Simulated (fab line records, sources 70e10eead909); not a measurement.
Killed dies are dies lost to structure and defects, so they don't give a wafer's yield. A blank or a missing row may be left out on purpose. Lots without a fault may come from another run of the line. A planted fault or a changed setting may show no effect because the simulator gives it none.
fab line records | flow nand_harc
record lots=11 wafers=33 last_day=33
route steps=1302 shown P_M0@267 P_M1@292 END@1302
lots that met no fault: from a run of the same line without faults
start_h: hours from the record's first day to the start of the lot's first wafer shown | wait_h: hours since the lot's step before | " the same as in the row above | L1.1+2: a row that stands for several wafers | - no value, or no start given | * or withheld: withheld | < > ~ a bound
route shown NAME@n: a module of which the file shows steps, and the number in the route of the first | usual: mean/standard deviation of fault-free wafers | same: alike in all rows | chamber/n: place in a boat | sites: the reading at each site | _std_site: their standard deviation | _edge_site: outer sites' mean less inner sites' | radius_mm: how far each site lies from the wafer's centre | mask NAME#n: copy n | behind: the tool/chamber that last shaped the wafer | hold: why the lot was held/for how many hours/how that ended | device: the transistor (n, p or np) that didn't switch | end of line: the same wafers' tests at the end of the route | a step without rows: its recipe alone | killed: dies lost to structure and defects at the first sort, not the wafer's yield | map: a wafer's dies, x killed, . not, _ none there
set.NAME: the setting as run; set.NAME@STEP: as run at that earlier step | model.NAME: the simulator's own value behind a step, which no gauge read
steps of the route over a sample of lots; a table a step, a row a wafer
services: from which hour (start_h, from the record's first day; less than 0 if before it) a tool's chamber was out of use, for how many hours, and why
## steps
# step NHARC_P_M0_ETCH_34
# recipe target_depth_a=400 overetch_a=120 time_s=43.94 ion_energy_ev=200 n2_flow_sccm=150 h2_flow_sccm=150 ar_flow_sccm=0 rf_w=400 bias_w=150 chemistry=N2/H2
# usual drypump_motor_current_A=5.9/0.35 oes_product_au=1.000/0.009 rf_vpp_V=431/3.1 showerhead_plenum_p_Torr=2.07/0.11 throttle_valve_pct=14.171/0.0092
# columns lot.wafer tool chamber start_h wait_h drypump_motor_current_A oes_product_au rf_hours_counter_h rf_vpp_V showerhead_plenum_p_Torr throttle_valve_pct
L142.2 rie_diel-03 2 125.82 0.1 6.0 1.012 1 426 1.92 14.169
L142.1 " 3 " " 6.2 1.004 2 434 2.17 14.171
L142.6 " 2 " " 6.0 1.016 - 427 1.92 14.180
L146.4 rie_diel-10 1 168.45 0.1 6.4 1.000 34 433 2.12 14.168
L146.5 " 3 " " 5.9 1.002 - 429 2.00 14.183
L146.6 " 0 " " 5.0 1.007 - 432 2.09 14.161
L147.2 rie_diel-03 2 171.57 0.1 6.0 0.998 8 426 1.92 14.170
L147.5 " 3 " " 6.1 1.002 - 435 2.17 14.177
L147.6 " 0 " " 5.7 0.981 - 427 1.93 14.173
L152.2 rie_diel-03 0 226.67 0.1 5.7 0.995 17 428 1.92 14.183
L152.3 " 2 " " 6.0 0.995 17 427 1.91 14.162
L152.5 " 1 " " 6.3 0.994 - 434 2.18 14.167
L154.3 rie_diel-10 0 241.51 0.1 5.0 1.003 63 432 2.08 14.186
L154.2 " 1 " " 6.4 1.001 67 432 2.11 14.173
L154.1 " 3 " " 5.9 0.997 62 428 1.99 14.179
L156.3 rie_diel-10 1 267.46 0.1 6.4 0.980 4 433 2.11 14.165
L156.1 " 2 " " 5.8 0.990 4 432 2.18 14.178
L156.4 " 3 " " 5.8 1.002 5 429 1.99 14.175
L158.3 rie_diel-01 3 290.45 0.1 5.9 1.004 26 432 2.09 14.172
L158.1 " 1 " " 6.1 0.999 28 434 2.19 14.189
L158.5 " 3 " " 5.9 1.008 - 432 2.09 14.186
L160.4 rie_diel-03 3 310.08 0.1 6.2 0.996 2 434 2.16 14.172
L160.2 " 0 " " 5.7 1.001 2 427 1.92 14.162
L160.1 " 1 " " 6.3 1.005 2 434 2.17 14.179
L163.2 rie_diel-10 3 329.02 0.1 5.8 0.996 26 429 1.98 14.169
L163.1 " 1 " " 6.4 1.007 24 432 2.10 14.177
L163.5 " 2 " " 5.8 0.998 - 433 2.17 14.158
L162.1 rie_diel-03 2 330.12 0.1 5.9 0.992 7 428 1.91 14.165
L162.4 " 2 " " 5.9 0.988 - 426 1.91 14.171
L162.6 " 1 " " 6.3 1.000 - 434 2.17 14.171
L165.2 rie_diel-03 2 353.64 0.1 6.0 1.003 14 427 1.91 14.164
L165.1 " 1 " " 6.4 0.996 13 434 2.17 14.189
L165.4 " 0 " " 5.7 0.988 - 426 1.92 14.164
# step NHARC_P_M1_EXPOSE_06
# recipe na=1.35 target_cd_nm=130 dose_mj=81.88 mask_id=P_M1
# usual exposure_dose_mJ_cm2=81.87/0.081 focus_offset_nm=-0.1/0.53
# columns lot.wafer tool chamber start_h wait_h mask exposure_dose_mJ_cm2 focus_offset_nm
L142.1 arfi_scanner-01 0 129.34 - P_M1#0 81.82 0.4
L142.2 " 0 " " P_M1#0 81.88 0.1
L142.6 " 0 " " P_M1#0 81.84 0.1
L146.4 arfi_scanner-03 0 172.09 - P_M1#0 81.89 -0.5
L146.5 " 0 " " P_M1#0 81.93 -1.1
L146.6 " 0 " " P_M1#0 81.77 -0.3
L147.2 arfi_scanner-02 0 175.21 - P_M1#0 81.77 0.4
L147.5 " 0 " " P_M1#0 81.71 0.1
L147.6 " 0 " " P_M1#0 81.84 -0.6
L152.2 arfi_scanner-03 0 230.59 - P_M1#0 81.87 -0.5
L152.3 " 0 " " P_M1#0 81.89 -0.4
L152.5 " 0 " " P_M1#0 81.88 -0.1
L154.1 arfi_scanner-03 0 245.07 - P_M1#0 85.71 0.0
L154.2 " 0 " " P_M1#0 85.67 0.0
L154.3 " 0 " " P_M1#0 85.72 -0.4
L156.1 arfi_scanner-03 0 271.23 - P_M1#0 85.06 -0.6
L156.3 " 0 " " P_M1#0 85.09 0.5
L156.4 " 0 " " P_M1#0 84.97 -0.3
L158.1 arfi_scanner-03 0 294.30 - P_M1#0 84.33 0.3
L158.3 " 0 " " P_M1#0 84.24 0.7
L158.5 " 0 " " P_M1#0 84.35 0.1
L160.1 arfi_scanner-03 0 313.72 - P_M1#0 83.84 0.7
L160.2 " 0 " " P_M1#0 83.83 1.1
L160.4 " 0 " " P_M1#0 83.94 0.6
L163.1 arfi_scanner-01 0 332.66 - P_M1#0 81.79 0.8
L163.2 " 0 " " P_M1#0 81.98 0.5
L163.5 " 0 " " P_M1#0 81.85 -0.1
L162.1 arfi_scanner-01 0 333.90 - P_M1#0 81.91 0.2
L162.4 " 0 " " P_M1#0 81.75 -0.7
L162.6 " 0 " " P_M1#0 81.82 -0.2
L165.1 arfi_scanner-01 0 357.54 - P_M1#0 81.91 0.4
L165.2 " 0 " " P_M1#0 81.86 0.6
L165.4 " 0 " " P_M1#0 81.94 0.8
# step NHARC_P_M1_CD_MEAS_09
# recipe target_cd_nm=130 landing_energy_ev=500
# usual cd_nm=130.0/0.44
# columns lot.wafer tool chamber start_h wait_h cd_nm
L142.1 cd_sem-03 0 129.48 - 130.4
L142.2 " 0 " " 129.5
L142.6 " 0 " " 130.3
L146.4 cd_sem-03 0 172.23 - 130.2
L146.5 " 0 " " 130.9
L146.6 " 0 " " 130.3
L147.2 cd_sem-02 0 175.34 - 130.0
L147.5 " 0 " " 130.7
L147.6 " 0 " " 130.7
L152.2 cd_sem-03 0 230.73 - 130.0
L152.3 " 0 " " 129.4
L152.5 " 0 " " 129.9
L154.1 cd_sem-03 0 245.20 - 132.6
L154.2 " 0 " " 132.4
L154.3 " 0 " " 132.7
L156.1 cd_sem-03 0 271.37 - 132.7
L156.3 " 0 " " 132.6
L156.4 " 0 " " 132.1
L158.1 cd_sem-03 0 294.44 - 132.0
L158.3 " 0 " " 131.5
L158.5 " 0 " " 131.7
L160.1 cd_sem-02 0 313.86 - 131.2
L160.2 " 0 " " 130.1
L160.4 " 0 " " 131.1
L163.1 cd_sem-02 0 332.80 - 129.4
L163.2 " 0 " " 130.3
L163.5 " 0 " " 130.3
L162.1 cd_sem-01 0 334.04 - 130.4
L162.4 " 0 " " 130.1
L162.6 " 0 " " 131.1
L165.1 cd_sem-03 0 357.68 - 130.1
L165.2 " 0 " " 130.3
L165.4 " 0 " " 130.4
# step NHARC_P_M1_DESCUM_14
# recipe time_s=3 o2_flow_sccm=200 ar_flow_sccm=0 bias_power_w=0 chemistry=O2
# usual drypump_motor_current_A=5.7/0.59 oes_product_au=1.000/0.0083 rf_vpp_V=57.6/0.83 showerhead_plenum_p_Torr=1.88/0.061 throttle_valve_pct=11.311/0.009
# columns lot.wafer tool chamber start_h wait_h drypump_motor_current_A oes_product_au rf_hours_counter_h rf_vpp_V showerhead_plenum_p_Torr throttle_valve_pct
L142.2 rie_diel-13 0 129.67 0.1 6.5 0.988 9 57.7 1.83 11.318
L142.1 " 3 " " 4.9 1.007 10 58.2 1.81 11.309
L142.6 " 0 " " 6.5 0.990 - 59.3 1.83 11.310
L146.4 rie_diel-12 0 172.42 0.1 6.5 0.995 5 58.5 1.99 11.307
L146.6 " 2 " " 5.7 0.989 - 58.4 1.87 11.321
L146.5 " 3 " " 6.0 0.998 - 57.4 1.86 11.301
L147.2 rie_diel-12 1 175.55 0.1 5.1 1.002 6 58.2 1.89 11.302
L147.5 " 2 " " 5.7 0.989 - 58.4 1.87 11.312
L147.6 " 3 " " 6.1 0.994 - 57.2 1.86 11.315
L152.3 rie_diel-13 0 230.91 0.1 6.5 1.003 4 56.6 1.83 11.307
L152.2 " 3 " " 4.9 1.009 4 57.5 1.81 11.326
L152.5 " 1 " " 5.2 1.001 - 59.6 1.93 11.305
L154.1 rie_diel-13 0 245.40 0.1 6.5 1.003 4 56.1 1.83 11.295
L154.2 " 1 " " 5.2 0.999 4 57.2 1.93 11.302
L154.3 " 2 " " 5.7 1.009 3 57.6 1.86 11.307
L156.1 rie_diel-05 3 271.62 0.1 5.3 1.004 8 58.4 1.86 11.312
L156.3 " 0 " " 5.2 0.994 10 58.7 1.96 11.325
L156.4 " 2 " " 4.9 0.993 9 57.7 2.04 11.326
L158.3 rie_diel-13 0 294.64 0.1 6.5 0.996 8 57.8 1.83 11.314
L158.1 " 2 " " 5.7 0.999 7 58.4 1.86 11.307
L158.5 " 0 " " 6.5 1.000 - 57.3 1.83 11.313
L160.4 rie_diel-13 3 314.04 0.1 4.9 1.019 8 56.4 1.81 11.326
L160.2 " 0 " " 6.5 1.000 8 57.0 1.83 11.308
L160.1 " 1 " " 5.2 1.003 8 56.5 1.92 11.316
L163.2 rie_diel-12 0 332.99 0.1 6.4 0.990 6 59.3 1.98 11.298
L163.1 " 2 " " 5.7 0.995 5 58.6 1.87 11.302
L163.5 " 0 " " 6.4 0.995 - 59.6 1.98 11.310
L162.1 rie_diel-13 0 334.23 0.1 6.5 0.995 9 58.8 1.83 11.313
L162.4 " 2 " " 5.6 0.996 8 58.1 1.86 11.313
L162.6 " 1 " " 5.2 1.004 - 57.1 1.92 11.312
L165.1 rie_diel-12 0 357.87 0.1 6.5 0.995 8 57.9 1.98 11.316
L165.4 " 1 " " 5.1 1.005 8 57.4 1.89 11.295
L165.2 " 3 " " 6.0 0.989 8 58.2 1.85 11.321
# step NHARC_P_M1_ETCH_15
# recipe target_depth_a=1825 time_s=91.2 c4f8_flow_sccm=withheld ar_flow_sccm=400 rf_w=600 bias_w=300 chemistry=C4F8/Ar
# usual oes_product_au=0.951/0.022 rf_vpp_V=439.8/2.2
# columns lot.wafer tool chamber start_h wait_h oes_product_au rf_hours_counter_h rf_vpp_V
L142.1 rie_diel-13 3 - - 0.984 10 437.6
L142.2 " 0 " " 0.952 9 439.1
L142.6 " 3 " " 0.976 - 437.7
L146.4 rie_diel-12 1 - - 0.970 5 440.0
L146.6 " 3 " " 0.952 - 439.1
L146.5 " 0 " " 0.971 - 444.6
L147.2 rie_diel-12 1 - - 0.912 6 443.1
L147.6 " 3 " " 0.904 - 438.9
L147.5 " 0 " " 0.918 - 443.5
L152.2 rie_diel-13 3 - - 0.958 4 435.9
L152.3 " 1 " " 0.951 3 440.6
L152.5 " 3 " " 0.965 - 436.8
L154.3 rie_diel-13 2 - - 0.961 3 439.5
L154.2 " 0 " " 0.959 4 437.9
L154.1 " 1 " " 0.973 4 440.0
L156.4 rie_diel-05 1 - - 0.947 11 437.9
L156.1 " 2 " " 0.949 10 446.1
L156.3 " 3 " " 0.945 8 439.9
L158.1 rie_diel-13 1 - - 0.919 7 440.9
L158.3 " 2 " " 0.940 7 440.3
L158.5 " 1 " " 0.930 - 440.1
L160.4 rie_diel-13 3 - - 0.955 8 436.8
L160.2 " 0 " " 0.952 8 436.8
L160.1 " 1 " " 0.959 8 441.5
L163.1 rie_diel-12 0 - - 0.947 6 443.9
L163.2 " 2 " " 0.966 5 439.4
L163.5 " 0 " " 0.949 - 444.6
L162.4 rie_diel-13 0 - - 0.925 9 438.7
L162.1 " 2 " " 0.930 8 437.2
L162.6 " 0 " " 0.923 - 439.3
L165.1 rie_diel-12 2 - - 0.975 8 439.0
L165.2 " 3 " " 0.981 8 439.0
L165.4 " 0 " " 0.952 8 444.2
# step NHARC_END_SORT_01
# recipe temp_c=25
# usual defect_limited_yield=92.5/2.3 killed_at_array=46/15 killed_at_other=0.8/1.1 killed_at_periphery=4.0/2.9 killed_dies=50/15 killed_open=3.2/1.8 killed_short=2.3/1.6 sort_bin_2_pct=2.7/1 sort_bin_3_pct=0.5/0.32 sort_bin_4_pct=4.2/1.3 sort_n_pass=627/15 sort_rim_yield_pct=87/4.7 sort_yield_pct=92.5/2.3
# same gross_dies=677 sort_bin_5_pct[%]=0 sort_bin_6_pct[%]=0 sort_bin_7_pct[%]=0 sort_bin_8_pct[%]=0 sort_rim_n_gross=106.00
# columns lot.wafer tool chamber start_h wait_h defect_limited_yield[%] killed_at_array killed_at_other killed_at_periphery killed_dies killed_open killed_short sort_bin_2_pct[%] sort_bin_3_pct[%] sort_bin_4_pct[%] sort_n_pass sort_rim_yield_pct[%] sort_yield_pct[%]
L156.1 prober-01 0 713.36 2.5 89.5 68 0 3 71 0 6 4.6 1.0 4.9 606 85 89.5
L156.3 prober-01 0 714.98 3.1 87.1 86 1 0 87 4 3 4.6 0.6 7.7 590 76 87.1
L156.4 prober-01 0 715.79 3.4 87.3 81 0 5 86 3 2 5.6 0.7 6.4 591 76 87.3
L158.1 prober-01 0 741.19 2.5 90.8 59 0 3 62 3 4 3.5 0.3 5.3 615 81 90.8
L158.3 prober-01 0 742.81 3.1 91.0 60 0 1 61 1 3 4.3 0.9 3.8 616 82 91.0
L158.5 prober-01 0 744.42 3.7 90.0 63 1 4 68 2 2 3.7 1.2 5.2 609 80 90.0
# killed by level:class
L156.1 A_CHANNEL_HOLE_D1:chamber_film_flake=22 A_SLIT:chamber_film_flake=19 A_CHANNEL_HOLE_D2:chamber_film_flake=17 A_CONTACT:chamber_film_flake=5 A_WL_FILL:geometric_particle:short=3 A_CHANNEL_FILL_D2:geometric_particle:short=2 P_GATE:chamber_film_flake=2 P_CONTACT:geometric_particle:short=1
L156.3 A_CHANNEL_HOLE_D1:chamber_film_flake=26 A_CHANNEL_HOLE_D2:chamber_film_flake=26 A_SLIT:chamber_film_flake=21 A_CONTACT:chamber_film_flake=4 A_CHANNEL_FILL_D1:geometric_particle:short=1 A_CHANNEL_FILL_D1:geometric_particle:open=1 A_CHANNEL_FILL_D2:geometric_particle:open=1 A_WL_FILL:geometric_particle:open=1
L156.4 A_CHANNEL_HOLE_D1:chamber_film_flake=24 A_CHANNEL_HOLE_D2:chamber_film_flake=23 A_SLIT:chamber_film_flake=23 A_DECK1_JOINT:chamber_film_flake=2 A_CONTACT:chamber_film_flake=2 A_STAIRCASE:chamber_film_flake=2 P_GATE:geometric_particle:open=1 P_M2:geometric_particle:open=1
L158.1 A_CHANNEL_HOLE_D1:chamber_film_flake=22 A_CHANNEL_HOLE_D2:chamber_film_flake=18 A_STAIRCASE:chamber_film_flake=4 A_CONTACT:chamber_film_flake=3 P_GATE:chamber_film_flake=2 A_CHANNEL_FILL_D2:chamber_film_flake=2 A_WL_FILL:chamber_film_flake=2 A_ONON_D1:geometric_particle:short=1
L158.3 A_CHANNEL_HOLE_D1:chamber_film_flake=25 A_CHANNEL_HOLE_D2:chamber_film_flake=17 A_CONTACT:chamber_film_flake=5 A_SLIT:chamber_film_flake=3 A_STAIRCASE:chamber_film_flake=3 A_CHANNEL_FILL_D2:chamber_film_flake=2 A_CHANNEL_HOLE_D2:geometric_particle:short=1 A_CHANNEL_FILL_D2:geometric_particle:short=1
L158.5 A_CHANNEL_HOLE_D1:chamber_film_flake=26 A_CHANNEL_HOLE_D2:chamber_film_flake=18 A_CONTACT:chamber_film_flake=6 A_STAIRCASE:chamber_film_flake=4 A_CHANNEL_FILL_D2:chamber_film_flake=4 P_M0:chamber_film_flake=3 A_CHANNEL_FILL_D2:geometric_particle:short=1 A_CHANNEL_FILL_D2:geometric_particle:open=1
## services
# columns tool chamber start_h hours kind
rie_diel-03 - 104.35 9.0 pm
rie_diel-13 1 132.66 11.3 repair
rie_diel-12 3 161.16 6.3 repair
arfi_scanner-01 - 163.69 0.5 repair
rie_diel-13 - 165.00 9.0 pm
rie_diel-10 0 179.52 20.3 repair
arfi_scanner-03 - 182.54 2.7 repair
arfi_scanner-03 - 196.00 4.0 pm
rie_diel-12 0 221.18 11.2 repair
rie_diel-13 2 222.04 20.7 repair
rie_diel-10 2 223.81 10.9 repair
rie_diel-12 3 240.37 8.1 repair
rie_diel-10 - 242.66 9.0 pm
rie_diel-13 3 247.59 6.3 repair
rie_diel-03 3 266.33 6.6 repair
rie_diel-12 - 268.40 9.0 pm
rie_diel-03 3 273.15 8.1 repair
rie_diel-03 - 281.36 9.0 pm
rie_diel-13 1 306.66 2.6 repair
arfi_scanner-03 - 306.82 2.5 repair
arfi_scanner-03 - 310.71 0.6 repair
rie_diel-03 3 329.68 68.2 repair
rie_diel-12 3 337.64 1.8 repair
rie_diel-13 - 342.00 9.0 pm
## key
first_sign step=NHARC_P_M1_EXPOSE_06 reading=exposure_dose_mJ_cm2 direction=up sigmas=35 usual=81.87 struck=84.73
effect step=NHARC_P_M1_CD_MEAS_09 reading=cd_nm direction=up sigmas=4.2 usual=130.0 struck=131.9 through=control_loop
met_at NHARC_P_M1_EXPOSE_06
struck_lots L154,L156,L158,L160
loop_trim step=NHARC_P_M1_EXPOSE_06 setting=dose lots=L156,L158,L160
not_acting_at NHARC_P_M0_ETCH_34,NHARC_P_M1_DESCUM_14,NHARC_P_M1_ETCH_15
onset_between 230.59 245.07
fault kind=process_parameter_drift tool=arfi_scanner-03 chamber=- onset_h=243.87 steps=NHARC_P_M1_EXPOSE_06 channel=dose_mj offset=3.8135 shape=step acts_in=these_recipes_only stated=81.88
# loop_trim: a control loop set the setting to another value than it would have without faults
